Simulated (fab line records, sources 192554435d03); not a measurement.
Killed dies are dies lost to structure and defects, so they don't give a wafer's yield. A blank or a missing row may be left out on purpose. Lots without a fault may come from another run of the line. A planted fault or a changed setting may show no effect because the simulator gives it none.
Split-lot experiment | flow n5_finfet | 7 lots, 39 wafers read, on a route of 1938 steps

THE SPLIT
At N5_MOL_CONTACT_COAG_ETCH_47 (etches SiNx in CH3F/O2, stops on W, target depth 27 nm), the setting over_etch_frac was moved away from the recipe's 0.2 on 15 of the 39 wafers read, by -6.6% to +7.9%. The other wafers ran this setting at the recipe's value.

The reading is taken at the split's own step.

THE READING
etch.over_etch_s (the simulator's own value, which no gauge read), in s, at N5_MOL_CONTACT_COAG_ETCH_47 (etches SiNx in CH3F/O2, stops on W, target depth 27 nm). The file gives no usual value for it. The 24 wafers here that ran the recipe average 5.202 s, standard deviation 0.08 s.

wafer  | tool, chamber at the split | over_etch_frac as run | against the recipe | etch.over_etch_s, s | against lot-mates on the recipe
L074.1 | rie_diel-06, 2             | 0.2151                | +7.5%              | 5.534               | +0.380
L074.2 | rie_diel-06, 3             | 0.2151                | +7.5%              | 5.41                | +0.256
L074.3 | rie_diel-06, 1             | 0.2                   | recipe             | 5.125               | -
L074.4 | rie_diel-06, 0             | 0.2151                | +7.5%              | 5.559               | +0.405
L074.5 | rie_diel-06, 1             | 0.2                   | recipe             | 5.155               | -
L074.6 | rie_diel-06, 2             | 0.2                   | recipe             | 5.182               | -
L080.2 | rie_diel-01, 0             | 0.2                   | recipe             | 5.081               | -
L080.4 | rie_diel-01, 2             | 0.2                   | recipe             | 5.167               | -
L080.6 | rie_diel-01, 2             | 0.2                   | recipe             | 5.159               | -
L084.1 | rie_diel-03, 3             | 0.2                   | recipe             | 5.381               | -
L084.2 | rie_diel-03, 2             | 0.2                   | recipe             | 5.211               | -
L084.3 | rie_diel-03, 1             | 0.2                   | recipe             | 5.208               | -
L084.4 | rie_diel-03, 0             | 0.2                   | recipe             | 5.262               | -
L084.5 | rie_diel-03, 1             | 0.2                   | recipe             | 5.256               | -
L084.6 | rie_diel-03, 2             | 0.2                   | recipe             | 5.216               | -
L087.1 | rie_diel-03, 1             | 0.1868                | -6.6%              | 4.899               | -0.388
L087.2 | rie_diel-03, 0             | 0.2                   | recipe             | 5.238               | -
L087.3 | rie_diel-03, 3             | 0.2                   | recipe             | 5.373               | -
L087.4 | rie_diel-03, 2             | 0.1868                | -6.6%              | 4.884               | -0.403
L087.5 | rie_diel-03, 2             | 0.1868                | -6.6%              | 4.856               | -0.431
L087.6 | rie_diel-03, 1             | 0.2                   | recipe             | 5.249               | -
L092.1 | rie_diel-01, 0             | 0.2                   | recipe             | 5.106               | -
L092.2 | rie_diel-01, 3             | 0.2                   | recipe             | 5.063               | -
L092.3 | rie_diel-01, 2             | 0.2                   | recipe             | 5.181               | -
L092.4 | rie_diel-01, 1             | 0.2157                | +7.9%              | 5.443               | +0.326
L092.5 | rie_diel-01, 2             | 0.2157                | +7.9%              | 5.573               | +0.456
L092.6 | rie_diel-01, 3             | 0.2157                | +7.9%              | 5.482               | +0.365
L093.1 | rie_diel-03, 3             | 0.2                   | recipe             | 5.327               | -
L093.2 | rie_diel-03, 2             | 0.2125                | +6.2%              | 5.544               | +0.314
L093.3 | rie_diel-03, 1             | 0.2                   | recipe             | 5.165               | -
L093.4 | rie_diel-03, 0             | 0.2125                | +6.2%              | 5.563               | +0.333
L093.5 | rie_diel-03, 1             | 0.2                   | recipe             | 5.198               | -
L093.6 | rie_diel-03, 2             | 0.2125                | +6.2%              | 5.504               | +0.274
L095.1 | rie_diel-06, 2             | 0.2141                | +7.1%              | 5.656               | +0.474
L095.2 | rie_diel-06, 0             | 0.2141                | +7.1%              | 5.612               | +0.430
L095.3 | rie_diel-06, 1             | 0.2                   | recipe             | 5.155               | -
L095.4 | rie_diel-06, 3             | 0.2                   | recipe             | 5.137               | -
L095.5 | rie_diel-06, 0             | 0.2                   | recipe             | 5.255               | -
L095.6 | rie_diel-06, 1             | 0.2141                | +7.1%              | 5.581               | +0.399

THE FIT
A straight line over all 39 wafers: etch.over_etch_s changes by +0.0468 s for each +1% of over_etch_frac; r = +0.93; the points scatter about the line by 0.079 s.
The same after taking each lot's own level away (the mean of its wafers on the recipe; 39 wafers): +0.0538 s for each +1%; r = +0.97; scatter 0.059 s.
On that fit, the largest move of over_etch_frac shifts the reading by 0.42 s.
The lots' own levels span 5.1167 to 5.2867 s, that is 2.1 times the standard deviation above.
So the lot-to-lot level changes the slope: the two fits differ.
Check: with one of the wafers moved furthest among these (+7.9%) left out of the fit, the line predicts +0.421 s for it against its lot-mates. It came out at +0.326 s against them.

OTHER SPLITS ON THESE WAFERS
These wafers also went through other splits before the reading. Each is held against what the fit with the lots' levels taken away leaves over:
other split on the same wafers       | wafers away from the commonest value | r with etch.over_etch_s (lot level and that fit taken away)
N5_FIN_CUT_ETCH_21 time_s            | 15                                   | +0.03
N5_FIN_CUT_CUT_ETCH_26 source_w      | 12                                   | -0.08
N5_DUMMY_GATE_ETCH_31 target_depth_a | 9                                    | +0.08
N5_SD_EPI_N_ETCH_35 time_s           | 18                                   | +0.02

THE FILE'S OWN FIT
etch.over_etch_s changes by +0.053 s for each +1% of over_etch_frac, r = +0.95.
